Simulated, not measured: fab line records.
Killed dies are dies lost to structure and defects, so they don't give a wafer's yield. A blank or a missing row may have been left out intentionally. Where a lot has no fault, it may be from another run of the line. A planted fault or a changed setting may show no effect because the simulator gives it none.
Which tool was responsible? | flow nand-harc | 36 wafers from 12 lots sampled at 4 of the route's 1302 steps

WHAT THE GAUGES SHOWED, per wafer
NHARC_THIN_TSV_CD_MEAS_37.
lot  | measured     | on        | cd-nm (nm)
L331 | day 25 03:35 | cd-sem-03 | 4997 4997 4994
L334 | day 25 20:52 | cd-sem-02 | 4999 5001 4999
L332 | day 26 01:41 | cd-sem-01 | 5000 5001 4998
L335 | day 26 23:11 | cd-sem-02 | 5000 4998 5000
L339 | day 27 13:16 | cd-sem-02 | 4999 5005 5002
L338 | day 27 17:20 | cd-sem-02 | 4996 4994 4996
L340 | day 28 12:43 | cd-sem-03 | 5002 5000 5003
L341 | day 28 13:58 | cd-sem-01 | 4998 5001 5002
L346 | day 30 10:53 | cd-sem-01 | 4997 4996 4995
L347 | day 31 10:17 | cd-sem-03 | 5003 5004 4996
L348 | day 31 23:44 | cd-sem-01 | 5003 5001 4998
L354 | day 33 21:31 | cd-sem-01 | 5005 5005 5002

NHARC_END_SORT_01.
lot  | measured     | on        | defect-limited-yield (%) | killed-at-array | killed-at-other | killed-at-periphery | killed-dies | killed-open | killed-short | sort_bin_2_pct (%) | sort_bin_3_pct (%) | sort_bin_4_pct (%) | sort-n-pass | sort-rim-yield-pct (%) | sort-yield-pct (%)
L331 | day 25 11:13 | prober-02 | 92.8 89.7 91.1           | 39 64 52        | 0 0 0           | 10 6 8              | 49 70 60    | 0 3 2       | 2 0 2        | 3.4 4.3 3.4        | 0.4 0.4 0.3        | 3.4 5.6 5.2        | 628 607 617 | 90 85 92               | 92.8 89.7 91.1
L334 | day 26 05:13 | prober-02 | 93.1 94.4 95.3           | 42 34 27        | 0 0 0           | 5 4 5               | 47 38 32    | 2 5 3       | 6 3 1        | 2.2 1.0 1.2        | 0.3 0.3 0.4        | 4.4 4.3 3.1        | 630 639 645 | 97 97 93               | 93.1 94.4 95.3
L332 | day 26 15:22 | prober-01 | 94.7 88.8 89.7           | 33 71 66        | 1 0 2           | 2 5 2               | 36 76 70    | 1 2 2       | 1 4 2        | 2.8 4.1 4.3        | 0.3 1.5 1.0        | 2.2 5.6 5.0        | 641 601 607 | 90 91 96               | 94.7 88.8 89.7
L335 | day 27 09:08 | prober-02 | 90.4 90.7 91.4           | 62 59 55        | 0 1 0           | 3 3 3               | 65 63 58    | 2 2 2       | 4 0 5        | 3.8 4.4 4.0        | 0.7 0.9 0.6        | 5.0 4.0 4.0        | 612 614 619 | 97 92 99               | 90.4 90.7 91.4
L339 | day 27 23:35 | prober-02 | 86.6 88.2 84.6           | 84 73 99        | 1 1 0           | 6 6 5               | 91 80 104   | 5 3 5       | 2 4 2        | 4.4 4.6 6.4        | 0.7 1.2 0.9        | 8.3 6.1 8.1        | 586 597 573 | 95 92 89               | 86.6 88.2 84.6
L338 | day 27 23:38 | prober-01 | 92.3 90.3 91.3           | 46 61 54        | 3 2 2           | 3 3 3               | 52 66 59    | 3 4 3       | 2 5 3        | 3.5 3.7 2.8        | 0.9 1.3 0.6        | 3.2 4.7 5.3        | 625 611 618 | 99 92 92               | 92.3 90.3 91.3
L340 | day 28 20:19 | prober-02 | 86.9 87.3 87.6           | 85 83 79        | 0 0 2           | 4 3 3               | 89 86 84    | 1 2 1       | 0 0 3        | 4.7 4.4 4.9        | 1.5 1.3 0.7        | 6.9 6.9 6.8        | 588 591 593 | 88 91 86               | 86.9 87.3 87.6
L341 | day 28 20:17 | prober-01 | 96.6 95.0 96.0           | 20 30 25        | 0 1 0           | 3 3 2               | 23 34 27    | 4 4 5       | 4 5 3        | 0.4 1.6 0.7        | 0.1 0.1 0.1        | 2.8 3.2 3.1        | 654 643 650 | 92 97 94               | 96.6 95.0 96.0
L346 | day 30 15:37 | prober-02 | 94.4 94.5 94.8           | 34 34 28        | 0 0 0           | 4 3 7               | 38 37 35    | 5 4 6       | 3 4 0        | 1.9 1.0 1.3        | 0.1 0 0.1          | 3.5 4.4 3.7        | 639 640 642 | 90 97 92               | 94.4 94.5 94.8
L347 | day 31 19:52 | prober-01 | 86.9 90.5 78.7           | 85 60 137       | 0 0 0           | 4 4 7               | 89 64 144   | 3 3 2       | 3 0 2        | 4.1 3.7 8.6        | 0.9 0.6 2.7        | 8.1 5.2 10.0       | 588 613 533 | 92 85 94               | 86.9 90.5 78.7
L348 | day 32 06:57 | prober-01 | 91.0 83.2 91.1           | 53 108 59       | 3 0 0           | 5 6 1               | 61 114 60   | 3 2 1       | 1 3 0        | 2.5 8.4 3.7        | 0.3 1.9 0.4        | 6.2 6.5 4.7        | 616 563 617 | 89 88 96               | 91.0 83.2 91.1
L354 | day 34 07:01 | prober-01 | 90.4 91.1 91.7           | 61 55 53        | 2 3 1           | 2 2 2               | 65 60 56    | 2 1 3       | 3 1 4        | 3.7 3.5 3.1        | 0.3 0.7 0.9        | 5.6 4.6 4.3        | 612 617 621 | 91 90 92               | 90.4 91.1 91.7

EACH LOT AND THE TOOL THAT RAN IT (in order: tool; ch and the chambers of the sampled wafers; start)
lot  | NHARC_A_BONDPAD_ETCH_24            | NHARC_THIN_TSV_STRIP_62
L331 | rie-diel-08 ch 0,1, day 24 04:59   | plasma-asher-01 ch 0,1, day 24 22:51
L334 | rie-diel-10 ch 0,3, day 24 21:05   | plasma-asher-02 ch 0,1, day 25 16:16
L332 | rie-diel-13 ch 1,2,3, day 25 03:32 | plasma-asher-02 ch 0,1, day 25 21:05
L335 | rie-diel-13 ch 0,1, day 25 22:17   | plasma-asher-02 ch 0, day 26 18:34
L339 | rie-diel-08 ch 1,2, day 26 14:28   | plasma-asher-01 ch 0,1, day 27 08:29
L338 | rie-diel-10 ch 0,1,2, day 26 19:47 | plasma-asher-02 ch 0,1, day 27 12:43
L340 | rie-diel-13 ch 0,2,3, day 27 12:37 | plasma-asher-02 ch 0,1, day 28 07:58
L341 | rie-diel-13 ch 0,1,3, day 27 15:58 | plasma-asher-02 ch 0,1, day 28 09:13
L346 | rie-diel-10 ch 0,1,2, day 29 12:15 | plasma-asher-02 ch 0,1, day 30 06:05
L347 | rie-diel-13 ch 1,2,3, day 30 09:52 | plasma-asher-01 ch 0,1, day 31 05:32
L348 | rie-diel-13 ch 2,3, day 31 03:19   | plasma-asher-01 ch 0,1, day 31 19:08
L354 | rie-diel-08 ch 0,2,3, day 33 00:51 | plasma-asher-01 ch 0,1, day 33 16:48
- NHARC_A_BONDPAD_ETCH_24: etches the open film in CF4/N2, target depth 30 nm, time 72.99 s.
- NHARC_THIN_TSV_STRIP_62: strips in N2/H2, time 20 s.

AS READ BY THE TOOLS THEMSELVES (means over the sampled wafers that have a number; for cases with no such wafer, the mark the record gives instead)
NHARC_A_BONDPAD_ETCH_24.
lot  | tool        | drypump-motor-current-A (A) | oes-product-au (a.u.) | rf-vpp-V (V) | showerhead-plenum-p-Torr (Torr) | throttle-valve-pct (%)
L331 | rie-diel-08 | 5.4                         | 0.998                 | 312.3        | 2.51                            | 19.790
L334 | rie-diel-10 | 5.2                         | 0.998                 | 315.8        | 2.74                            | 19.795
L332 | rie-diel-13 | 6.1                         | 0.998                 | 313.1        | 2.52                            | 19.796
L335 | rie-diel-13 | 5.7                         | 0.995                 | 315.5        | 2.72                            | 19.795
L339 | rie-diel-08 | 5.9                         | 1.001                 | 313.3        | 2.57                            | 19.800
L338 | rie-diel-10 | 5.8                         | 1.011                 | 312.8        | 2.56                            | 19.803
L340 | rie-diel-13 | 5.8                         | 0.992                 | 313.9        | 2.63                            | 19.791
L341 | rie-diel-13 | 5.8                         | 1.000                 | 313.5        | 2.64                            | 19.783
L346 | rie-diel-10 | 5.8                         | 1.003                 | 312.6        | 2.56                            | 19.802
L347 | rie-diel-13 | 6.1                         | 0.987                 | 312.8        | 2.51                            | 19.796
L348 | rie-diel-13 | 5.9                         | 0.994                 | 313.0        | 2.55                            | 19.793
L354 | rie-diel-08 | 5.6                         | 1.004                 | 314.1        | 2.63                            | 19.791

NHARC_THIN_TSV_STRIP_62.
lot  | tool            | drypump-motor-current-A (A) | heater-power-w (W) | temp-c (C)
L331 | plasma-asher-01 | 5.7                         | 354                | 249.95
L334 | plasma-asher-02 | 5.3                         | 343                | 249.82
L332 | plasma-asher-02 | 5.4                         | 347                | 250.05
L335 | plasma-asher-02 | 4.8                         | 339                | 249.90
L339 | plasma-asher-01 | 5.7                         | 351                | 250.03
L338 | plasma-asher-02 | 5.3                         | 338                | 250.01
L340 | plasma-asher-02 | 5.8                         | 331                | 249.91
L341 | plasma-asher-02 | 5.9                         | 328                | 250.30
L346 | plasma-asher-02 | 5.9                         | 334                | 249.82
L347 | plasma-asher-01 | 6.0                         | 360                | 250.02
L348 | plasma-asher-01 | 5.7                         | 352                | 249.93
L354 | plasma-asher-01 | 5.7                         | 347                | 250.06

THE ANSWER, worked out from the rows above alone
Rule: usual is defined by the lots themselves. Put in order of their means at a reading, lots are off if they are a third of the lots or fewer, leave a main group of 4 or more, and stand apart from it by a gap of 3 or more times the standard deviation of the main group's means; of several such gaps the widest counts. If all means in a main group match to the digits the tables above print for the reading, that group is not used. A lot without any number at a reading at which 4 lots or more have one is off too. Any other lot the step has rows for is counted as sound. After the gauges, taken in route order, come the tools' own readings; for these a lot's mean is taken, as printed above. The first step at which some lot is off is used, and at that step the reading that is off furthest; a lot without a number counts as furthest.
No lot is off on any of the readings shown, so nothing can be concluded from this.

WHAT WAS PUT IN BY THE SIMULATOR
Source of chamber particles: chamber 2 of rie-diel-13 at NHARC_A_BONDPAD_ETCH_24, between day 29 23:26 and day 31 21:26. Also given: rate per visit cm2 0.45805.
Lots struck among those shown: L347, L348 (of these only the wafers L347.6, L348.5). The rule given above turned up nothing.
